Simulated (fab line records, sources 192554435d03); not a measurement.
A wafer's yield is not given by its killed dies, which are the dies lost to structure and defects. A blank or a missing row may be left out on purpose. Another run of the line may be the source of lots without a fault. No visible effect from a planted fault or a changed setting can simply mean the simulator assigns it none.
Comparing a struck lot with a sound one + flow n5Finfet + 30 out of 1938 route steps
Sound: wafers L831.1, L831.2, L831.5. Wafers struck: L845.2, L845.3, L845.6. The cause comes at the end.
Order at every step that has rows: each side's tool, ch and its chambers, its first start. Under that, the readings that differ: sound wafers + struck wafers + difference of the means + sigmas: that difference in standard deviations of wafers without a fault.
alike: readings with means less than 2 such deviations apart, plus words and numbers identical on both sides. not compared: withheld readings, readings lacking a value on some wafer, bounds such as >300 that could conceal the same value, and numbers that have no deviation in the record and whose values overlap.
A row with sigmas, a row that says differs or no value, or rows on one side alone: a step with any of these is where the two part. When numbers do not overlap yet have no deviation, they are printed without sigmas and do not part them. A reading missing from all wafers of one side parts the sides only when that side holds two or more wafers.

first, 2 steps without rows for these wafers: N5_BEOL_M12_PRECLEAN_39 (cleans in residue remover, time 60 s); N5_BEOL_M12_SRD_40 (time 30 s, dry time 30 s).
N5_BEOL_M12_DEGAS_41: time 60 s.
  struck on pvdSputter-01, day 15 05:23; sound on pvdSputter-03, day 11 03:54
  alike: heaterPowerW
N5_BEOL_M12_PRE_CLEAN_42: time 30 s.
  struck on pvdSputter-01, day 15 05:26; sound on pvdSputter-03, day 11 03:56
  alike: heaterPowerW
then, 1 step without rows for these wafers: N5_BEOL_M12_SPUTTER_43 (material TaN, target thk 15 nm, time 24.19 s).
N5_BEOL_M12_SPUTTER_44: material Ta, target thk 10 nm, time 16.13 s.
  struck on pvdSputter-01, day 15 05:33; sound on pvdSputter-03, day 11 04:04
  alike: throttleValvePct
then, 2 steps without rows for these wafers: N5_BEOL_M12_SPUTTER_45 (material Cu, target thk 80 nm, time 13.33 s); N5_BEOL_M12_ECD_47 (material Cu, target thk 720 nm).
N5_BEOL_M12_ANNEAL_48: time 90 s.
  sound on rtpAnneal-01 ch 0, day 11 04:24; struck on rtpAnneal-02 ch 0, day 15 05:56
  alike: wafer_temp_C_max
then, 1 step without rows for these wafers: N5_BEOL_M12_CMP_49 (polishes, stops on SiOC, t overpolish 20.6 s, target thk 320 nm).
N5_BEOL_M12_THK_MEAS_50: measures by xrf.
  struck on filmMetro-02, day 15 06:29; sound on filmMetro-02, day 11 04:59
  alike: M12_THK
then, 1 step without rows for these wafers: N5_BEOL_M12_PRE_CLEAN_52 (time 15 s).
N5_BEOL_M12_DEP_53: deposits SiCN from 3MS/NH3, target thk 30 nm, time 10.5 s.
  sound on pecvd-02 ch 0,1, day 11 05:04; struck on pecvd-03 ch 0,2, day 15 06:33
  alike: showerheadPlenumPTorr, throttleValvePct
N5_BEOL_M12_RS_MEAS_54: uses a four-point probe to measure.
  struck on filmMetro-02, day 15 06:37; sound on filmMetro-02, day 11 05:08
  alike: M12_RS
N5_BEOL_M12_INSPECT_55: inspects for defects (darkfield).
  struck on defectInspect-02, day 15 06:38; sound on defectInspect-01, day 11 05:10
| reading        | sound    | struck      | difference | sigmas |
|----------------|----------|-------------|------------|--------|
| rawDefectCount | 55 57 61 | 660 609 642 | +579       | +32    |
then, 1 step without rows for these wafers: N5_BEOL_M13_ILD_DEP_00 (deposits SiOC from DEMS/O2, target thk 837.92 nm, time 166.4 s).
N5_BEOL_M13_THK_MEAS_01:
  struck on filmMetro-01, day 15 06:50; sound on filmMetro-02, day 11 05:22
  alike: M13_ILD_THK
then, 8 steps without rows for these wafers: N5_BEOL_M13_COAT_58 (time 60 s, resist thk 89 nm); N5_BEOL_M13_COAT_04 (resist thk 400 nm); N5_BEOL_M13_EBR_06; N5_BEOL_M13_SOFTBAKE_05 (time 60 s); N5_BEOL_M13_EXPOSE_07 (exposes mask V12); N5_BEOL_M13_PEB_08 (peb time 90 s); N5_BEOL_M13_DEVELOP_09 (develop time 45 s); N5_BEOL_M13_HARDBAKE_14 (time 120 s).
N5_BEOL_M13_CD_MEAS_10 targets a cd of 190 nm.
  sound on cdSem-01 ch 0, day 11 05:47; struck on cdSem-01 ch 0, day 15 07:16
| reading   | sound             | struck            | difference | sigmas |
|-----------|-------------------|-------------------|------------|--------|
| cdNm (nm) | 191.2 193.2 192.0 | 188.7 187.2 190.4 | -3.4       | -2     |
N5_BEOL_M13_OVL_MEAS_11:
  sound on overlay-02 ch 0, day 11 05:49; struck on overlay-01 ch 0, day 15 07:17
  alike: V12_OVL
N5_BEOL_M13_INSPECT_12: inspects for defects (macro).
  struck on defectInspect-02, day 15 07:19; sound on defectInspect-02, day 11 05:50
| reading        | sound | struck         | difference | sigmas |
|----------------|-------|----------------|------------|--------|
| rawDefectCount | 3 1 0 | >300 >300 >300 | differs    |        |
N5_BEOL_M13_DESCUM_15: chemistry O2, time 7.9 s.
  sound on rieDiel-06 ch 0,1, day 11 05:55; struck on rieDiel-04 ch 0,2, day 15 08:05
| reading                      | sound             | struck            | difference | sigmas |
|------------------------------|-------------------|-------------------|------------|--------|
| showerheadPlenumPTorr (Torr) | 2.01 2.07 2.01    | 2.07 2.24 2.24    | +0.15      | +2     |
| throttleValvePct (%)         | 20.21 20.61 20.20 | 20.84 20.76 20.74 | +0.44      | +2     |
  alike: drypumpMotorCurrentA, oesProductAu, rfVppV
  not compared: rfHoursCounterH
N5_PASSIVATION_PROBE_49:
  record: rows for the struck wafers here (prober-01, day 16 17:59), none for the sound ones

== WHERE THEY PART ==
Earliest at N5_BEOL_M12_INSPECT_55; latest, in this record, at N5_PASSIVATION_PROBE_49.

WHY: the cause the simulator had injected
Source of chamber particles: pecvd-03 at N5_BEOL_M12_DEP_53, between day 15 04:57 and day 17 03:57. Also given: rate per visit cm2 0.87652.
